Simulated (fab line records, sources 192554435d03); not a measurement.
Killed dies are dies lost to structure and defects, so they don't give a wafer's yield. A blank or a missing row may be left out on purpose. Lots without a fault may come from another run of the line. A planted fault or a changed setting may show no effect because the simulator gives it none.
fab line records | flow n5_finfet
record lots=7 wafers=39
route steps=1938 shown WELL_APT@48 STI_FIN_REVEAL@190 DUMMY_GATE@228 HKMG_FIN@438
start_h: hours from the record's first day to the start of the lot's first wafer shown | wait_h: hours since the lot's step before | " the same as in the row above | L1.1+2: a row that stands for several wafers | - no value, or no start given | * or withheld: withheld | < > ~ a bound
route shown NAME@n: a module of which the file shows steps, and the number in the route of the first | usual: mean/standard deviation of fault-free wafers | same: alike in all rows | chamber/n: place in a boat | sites: the reading at each site | _std_site: their standard deviation | _edge_site: outer sites' mean less inner sites' | radius_mm: how far each site lies from the wafer's centre | mask NAME#n: copy n | behind: the tool/chamber that last shaped the wafer | hold: why the lot was held/for how many hours/how that ended | device: the transistor (n, p or np) that didn't switch | end of line: the same wafers' tests at the end of the route | a step without rows: its recipe alone | killed: dies lost to structure and defects at the first sort, not the wafer's yield | map: a wafer's dies, x killed, . not, _ none there
set.NAME: the setting as run; set.NAME@STEP: as run at that earlier step | model.NAME: the simulator's own value behind a step, which no gauge read
lots whose settings were changed on purpose; a table a step, a row a wafer
## steps
# step N5_WELL_APT_IMPLANT_32
# recipe species=BF2 energy_kev=50 dose_cm2=2e+13 tilt_deg=0 rotation_deg=0
# columns lot.wafer tool chamber start_h wait_h set.energy_kev model.implant.rp_nm model.implant.drp_nm
L074.1+5+6 implanter-01 0 15.76 0.1 53.59 38.71 19.51
L074.2+3+4 " 0 " " 50 36.14 18.55
L076.1+3+4 implanter-01 0 27.18 0.1 50 35.94 18.55
L076.2+5+6 " 0 " " 47.01 33.81 17.75
L077.1+2+3+4+5+6 implanter-01 0 33.21 0.1 50 37.32 18.55
L078.1+3+4 implanter-01 0 39.36 0.1 50 36.99 18.55
L085.1+2+3+4+5+6 implanter-02 0 81.27 0.1 50 37.14 18.55
L088.1+2+5 implanter-01 0 99.78 0.1 52.89 39.92 19.32
L088.3+4+6 " 0 " " 50 37.76 18.55
L090.1+4+6 implanter-01 0 111.22 0.1 50 37.46 18.55
L090.2+3+5 " 0 " " 57.84 43.28 20.64
# step N5_STI_FIN_REVEAL_ETCHBACK_08
# recipe chemistry=C4F6/O2 target=SiO2 target_depth_a=305 time_s=10.167 ion_energy_ev=250 pressure_mtorr=30 source_w=345 bias_w=185 Ar_flow_sccm=300 C4F6_flow_sccm=10 O2_flow_sccm=10
# columns lot.wafer tool chamber start_h wait_h set.target_depth_a
L074.1+2+5 rie_diel-05 0,2,3 34.30 0.2 339.3
L074.3+4+6 " 3,2,0 " " 305
L076.1+2+3 rie_diel-04 1,3,2 48.00 0.2 305
L076.4+5+6 " 0,0,1 " " 285.9
L077.1+3+6 rie_diel-01 2,0,1 52.32 0.2 326.4
L077.2+4+5 " 1,3,2 " " 305
L078.1+3+4 rie_diel-01 0,2,3 58.84 0.2 305
L085.1+4+5 rie_diel-01 1,2,0 100.95 0.2 273
L085.2+3+6 " 0,3,3 " " 305
L088.1+3+6 rie_diel-05 1,0,2 117.22 0.2 338.2
L088.2+4+5 " 3,2,3 " " 305
L090.1+3+5 rie_diel-04 2,3,0 132.14 0.3 342.6
L090.2+4+6 " 1,0,1 " " 305
# step N5_STI_FIN_REVEAL_OXIDATION_31
# recipe chemistry=O2_PLASMA_REMOTE temp_c=150 time_s=20 pressure_mtorr=1000 source_power_w=2000 o2_flow_sccm=3000
# columns lot.wafer tool chamber start_h wait_h set.time_s
L074.1+2+6 plasma_asher-02 0,1,1 36.70 0.0 22.74
L074.3+4+5 " 0,1,0 " " 20
L076.1+2+3+4+5+6 plasma_asher-01 0,1,0,1,0,1 50.40 0.0 20
L077.1+4+6 plasma_asher-01 0 54.74 0.0 20
L077.2+3+5 " 1 " " 22.11
L078.1+3+4 plasma_asher-02 1,1,0 61.77 0.0 20
L085.1+3+6 plasma_asher-01 1 103.35 0.0 15.06
L085.2+4+5 " 0 " " 20
L088.1+2+3+4+5+6 plasma_asher-01 0,1,1,0,0,1 119.62 0.0 20
L090.1+2+3+4+5+6 plasma_asher-02 0,1,1,0,0,1 134.54 0.0 20
# step N5_STI_FIN_REVEAL_PRECLEAN_32
# recipe chemistry=NF3:NH3 afs_cycles=1 temp_c=30 time_s=20 sublimation_temp_c=180 sublimation_time_s=60 pressure_torr=3 rf_power_w=30
# step N5_STI_FIN_REVEAL_STRIP_35
# recipe chemistry=H3PO4 material=Si3N4 temp_c=165 target_depth_a=40 time_s=39
# step N5_STI_FIN_REVEAL_SRD_23
# recipe dry=ipa_marangoni time_s=30 temp_c=23 rinse_liquid=diw
# step N5_STI_FIN_REVEAL_FIN_H_MEAS_10
# usual trench_depth_nm=51.8/0.83
# columns lot.wafer tool chamber start_h wait_h set.target_depth_a@STI_FIN_REVEAL_ETCHBACK_08 trench_depth_nm
L074.1 ocd-01 - 37.24 0.0 339.3 57.5
L074.2 " - " " 339.3 55.1
L074.3 " - " " 305 50.9
L074.4 " - " " 305 51.1
L074.5 " - " " 339.3 54.2
L074.6 " - " " 305 53.0
L076.1 ocd-01 - 50.95 0.0 305 52.2
L076.2 " - " " 305 53.0
L076.3 " - " " 305 51.9
L076.4 " - " " 285.9 50.2
L076.5 " - " " 285.9 50.8
L076.6 " - " " 285.9 50.9
L077.1 ocd-01 - 55.28 0.0 326.4 53.0
L077.2 " - " " 305 50.4
L077.3 " - " " 326.4 53.4
L077.4 " - " " 305 51.0
L077.5 " - " " 305 50.7
L077.6 " - " " 326.4 52.3
L078.1 ocd-02 - 62.32 0.0 305 52.2
L078.3 " - " " 305 51.4
L078.4 " - " " 305 52.1
L085.1 ocd-02 - 103.90 0.0 273 48.6
L085.2 " - " " 305 52.2
L085.3 " - " " 305 52.3
L085.4 " - " " 273 48.9
L085.5 " - " " 273 49.1
L085.6 " - " " 305 53.0
L088.1 ocd-02 - 120.17 0.0 338.2 55.9
L088.2 " - " " 305 52.4
L088.3 " - " " 338.2 55.9
L088.4 " - " " 305 50.7
L088.5 " - " " 305 52.7
L088.6 " - " " 338.2 53.6
L090.1 ocd-02 - 135.10 0.0 342.6 56.8
L090.2 " - " " 305 52.8
L090.3 " - " " 342.6 57.1
L090.4 " - " " 305 51.4
L090.5 " - " " 342.6 55.5
L090.6 " - " " 305 52.7
# step N5_DUMMY_GATE_EXPOSE_12
# recipe mask_id=GATE na=0.33 source_shape=annular sigma_inner=0.2 sigma_outer=0.6 polarization=unpolarized target_cd_nm=25 dose_mj=34
# columns lot.wafer tool chamber start_h wait_h mask set.dose_mj
L074.1+3+6 euv_scanner-02 0 47.40 - GATE#0 33.06
L074.2+4+5 " 0 " " GATE#0 34
L076.1+3+5 euv_scanner-01 0 59.39 - GATE#0 34
L076.2+4+6 " 0 " " GATE#0 36.71
L077.1+4+5 euv_scanner-02 0 63.85 - GATE#0 34
L077.2+3+6 " 0 " " GATE#0 32.85
L078.1+3+4 euv_scanner-02 0 72.58 - GATE#0 34
L085.1+5+6 euv_scanner-02 0 112.78 - GATE#0 34
L085.2+3+4 " 0 " " GATE#0 36.26
L088.1+4+5 euv_scanner-02 0 128.59 - GATE#0 34.95
L088.2+3+6 " 0 " " GATE#0 34
L090.1+3+4 euv_scanner-01 0 143.62 - GATE#0 36.44
L090.2+5+6 " 0 " " GATE#0 34
# step N5_DUMMY_GATE_PEB_13
# recipe peb_temp_c=100 peb_time_s=60 resist=CAR-EUV
# step N5_DUMMY_GATE_DEVELOP_14
# recipe develop_time_s=30 developer=TMAH resist=CAR-EUV rinse_liquid=surfactant_rinse dry=air_spin dev_temp_c=23
# step N5_DUMMY_GATE_CD_MEAS_15
# recipe target_cd_nm=25.8 landing_energy_ev=500 detector=se_inlens
# usual cd_nm=25.00/0.25
# columns lot.wafer tool chamber start_h wait_h set.dose_mj@DUMMY_GATE_EXPOSE_12 cd_nm
L074.1 cd_sem-01 0 47.52 - 33.06 25.48
L074.2 " 0 " " 34 25.20
L074.3 " 0 " " 33.06 25.76
L074.4 " 0 " " 34 25.25
L074.5 " 0 " " 34 25.61
L074.6 " 0 " " 33.06 25.62
L076.1 cd_sem-03 0 59.51 - 34 24.94
L076.2 " 0 " " 36.71 23.31
L076.3 " 0 " " 34 25.19
L076.4 " 0 " " 36.71 23.52
L076.5 " 0 " " 34 25.06
L076.6 " 0 " " 36.71 23.81
L077.1 cd_sem-01 0 63.97 - 34 25.15
L077.2 " 0 " " 32.85 25.50
L077.3 " 0 " " 32.85 25.88
L077.4 " 0 " " 34 24.86
L077.5 " 0 " " 34 24.63
L077.6 " 0 " " 32.85 24.92
L078.1 cd_sem-01 0 72.71 - 34 25.18
L078.3 " 0 " " 34 25.06
L078.4 " 0 " " 34 24.62
L085.1 cd_sem-03 0 112.91 - 34 24.84
L085.2 " 0 " " 36.26 23.74
L085.3 " 0 " " 36.26 23.85
L085.4 " 0 " " 36.26 24.15
L085.5 " 0 " " 34 25.22
L085.6 " 0 " " 34 24.56
L088.1 cd_sem-03 0 128.72 - 34.95 24.65
L088.2 " 0 " " 34 25.19
L088.3 " 0 " " 34 24.97
L088.4 " 0 " " 34.95 24.67
L088.5 " 0 " " 34.95 24.48
L088.6 " 0 " " 34 25.04
L090.1 cd_sem-03 0 143.74 - 36.44 23.77
L090.2 " 0 " " 34 24.92
L090.3 " 0 " " 36.44 24.02
L090.4 " 0 " " 36.44 23.97
L090.5 " 0 " " 34 24.88
L090.6 " 0 " " 34 25.13
# step N5_DUMMY_GATE_ETCH_32
# recipe chemistry=CF4 target=SiO2 target_depth_a=35 time_s=3.9 ion_energy_ev=350 pressure_mtorr=10 icp_w=800 bias_w=400 cf4_flow_sccm=80
# columns lot.wafer tool chamber start_h wait_h set.time_s model.etch.depth_nm
L074.1 rie_si-06 1 48.33 0.1 3.9 3.7
L074.2 " 2 " " 3.9 3.716
L074.3 " 3 " " 3.9 3.546
L074.4 " 0 " " 3.9 3.563
L074.5 " 1 " " 3.9 3.677
L074.6 " 0 " " 3.9 3.62
L076.1 rie_si-02 1 60.36 0.1 3.9 3.566
L076.2 " 3 " " 3.9 3.356
L076.3 " 2 " " 3.9 3.344
L076.4 " 0 " " 3.9 3.458
L076.5 " 1 " " 3.9 3.538
L076.6 " 2 " " 3.9 3.35
L077.1 rie_si-02 3 64.85 0.1 3.9 3.403
L077.2 " 1 " " 3.9 3.598
L077.3 " 2 " " 3.302 2.845
L077.4 " 0 " " 3.9 3.492
L077.5 " 2 " " 3.302 2.851
L077.6 " 1 " " 3.302 3.03
L078.1 rie_si-03 0 73.69 0.1 3.9 3.517
L078.3 " 1 " " 3.9 3.433
L078.4 " 2 " " 3.9 3.415
L085.1 rie_si-03 0 113.75 0.1 3.9 3.529
L085.2 " 1 " " 3.9 3.435
L085.3 " 2 " " 3.9 3.373
L085.4 " 3 " " 4.507 4.061
L085.5 " 1 " " 4.507 3.972
L085.6 " 0 " " 4.507 4.062
L088.1 rie_si-06 1 129.59 0.1 3.9 3.633
L088.2 " 2 " " 3.9 3.787
L088.3 " 0 " " 4.283 3.941
L088.4 " 3 " " 3.9 3.515
L088.5 " 0 " " 4.283 3.931
L088.6 " 3 " " 4.283 3.897
L090.1 rie_si-03 2 144.74 0.1 3.9 3.449
L090.2 " 3 " " 3.9 3.51
L090.3 " 1 " " 3.9 3.501
L090.4 " 0 " " 3.9 3.561
L090.5 " 2 " " 3.9 3.427
L090.6 " 3 " " 3.9 3.509
# step N5_HKMG_FIN_ETCH_35
# recipe chemistry=N2/H2 target=SOC target_depth_a=2158 ion_energy_ev=65 bias_w=5 source_w=3000 time_s=243.4 pressure_mtorr=30 n2_flow_sccm=200 h2_flow_sccm=200
# columns lot.wafer tool chamber start_h wait_h set.time_s model.SOC_of_HKMG_FIN_COAT_29.thk_nm model.etch.depth_nm model.HKMG_FIN.feature_depth_nm
L074.1 rie_diel-04 0 78.50 0.0 285.8 51.4 248.8 248.8
L074.2 " 2 " " 243.4 89.6 210.2 210.2
L074.3 " 1 " " 285.8 44.6 255.8 255.8
L074.4 " 3 " " 243.4 85.6 214 214
L074.5 " 2 " " 285.8 53.2 246.2 246.2
L074.6 " 3 " " 243.4 85.2 214.1 214
L076.1 rie_diel-01 0 88.40 0.0 243.4 82.6 217.9 218
L076.2 " 2 " " 190.4 129 171.8 171.8
L076.3 " 3 " " 243.4 88.8 212.3 212.4
L076.4 " 1 " " 190.4 135.4 164.9 164.8
L076.5 " 3 " " 190.4 133.4 167.6 167.6
L076.6 " 2 " " 243.4 81 219.2 219.2
L077.1 rie_diel-01 1 93.55 0.0 295.8 47.4 251.3 251.2
L077.2 " 3 " " 295.8 42.4 257.7 257.6
L077.3 " 0 " " 243.4 81.4 217.9 218
L077.4 " 2 " " 243.4 80 219.3 219.2
L077.5 " 0 " " 295.8 32.6 265.9 265.8
L077.6 " 3 " " 243.4 88.6 211 211
L078.1 rie_diel-05 0 102.39 0.0 243.4 76.2 223.4 223.4
L078.3 " 2 " " 243.4 98 201.2 201.2
L078.4 " 0 " " 243.4 76.8 222.2 222.2
L085.1 rie_diel-01 3 143.65 0.0 243.4 85.8 213.7 213.6
L085.2 " 2 " " 243.4 85.8 216.2 216.2
L085.3 " 0 " " 263.8 70 229.8 229.8
L085.4 " 1 " " 243.4 93.8 206 206
L085.5 " 0 " " 263.8 69.8 230.6 230.6
L085.6 " 1 " " 263.8 75.8 224.8 224.8
L088.1 rie_diel-04 2 159.32 0.0 216.8 107.2 192.2 192.2
L088.2 " 1 " " 243.4 84 215.6 215.6
L088.3 " 3 " " 243.4 78 221.1 221.2
L088.4 " 0 " " 216.8 114.2 185.5 185.4
L088.5 " 3 " " 243.4 77.6 222.1 222
L088.6 " 0 " " 216.8 113.6 184.9 184.8
L090.1 rie_diel-04 1 173.35 0.0 243.4 86.2 214.3 214.2
L090.2 " 3 " " 275 51 248.7 248.8
L090.3 " 0 " " 275 65 234.8 234.8
L090.4 " 1 " " 243.4 86.8 213.1 213
L090.5 " 3 " " 243.4 77.6 222 222
L090.6 " 0 " " 275 65.4 234.2 234.2
## key
split step=N5_WELL_APT_IMPLANT_32 setting=energy_kev stated=50 by=wafer
response step=N5_WELL_APT_IMPLANT_32 reading=model.implant.rp_nm change=+0.368 per=1% r=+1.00
response step=N5_WELL_APT_IMPLANT_32 reading=model.implant.drp_nm change=+0.133 per=1% r=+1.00
split step=N5_STI_FIN_REVEAL_ETCHBACK_08 setting=target_depth_a stated=305 by=wafer
response step=N5_STI_FIN_REVEAL_FIN_H_MEAS_10 reading=trench_depth_nm change=+0.327 per=1% r=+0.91
split step=N5_STI_FIN_REVEAL_OXIDATION_31 setting=time_s stated=20 by=wafer
response none clear
split step=N5_DUMMY_GATE_EXPOSE_12 setting=dose_mj stated=34 by=wafer
response step=N5_DUMMY_GATE_CD_MEAS_15 reading=cd_nm change=-0.161 per=1% r=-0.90
split step=N5_DUMMY_GATE_ETCH_32 setting=time_s stated=3.9 by=wafer
response step=N5_DUMMY_GATE_ETCH_32 reading=model.etch.depth_nm change=+0.0364 per=1% r=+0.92
split step=N5_HKMG_FIN_ETCH_35 setting=time_s stated=243.4 by=wafer
response step=N5_HKMG_FIN_ETCH_35 reading=model.SOC_of_HKMG_FIN_COAT_29.thk_nm change=-2.13 per=1% r=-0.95
response step=N5_HKMG_FIN_ETCH_35 reading=model.etch.depth_nm change=+2.13 per=1% r=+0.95
response step=N5_HKMG_FIN_ETCH_35 reading=model.HKMG_FIN.feature_depth_nm change=+2.13 per=1% r=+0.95
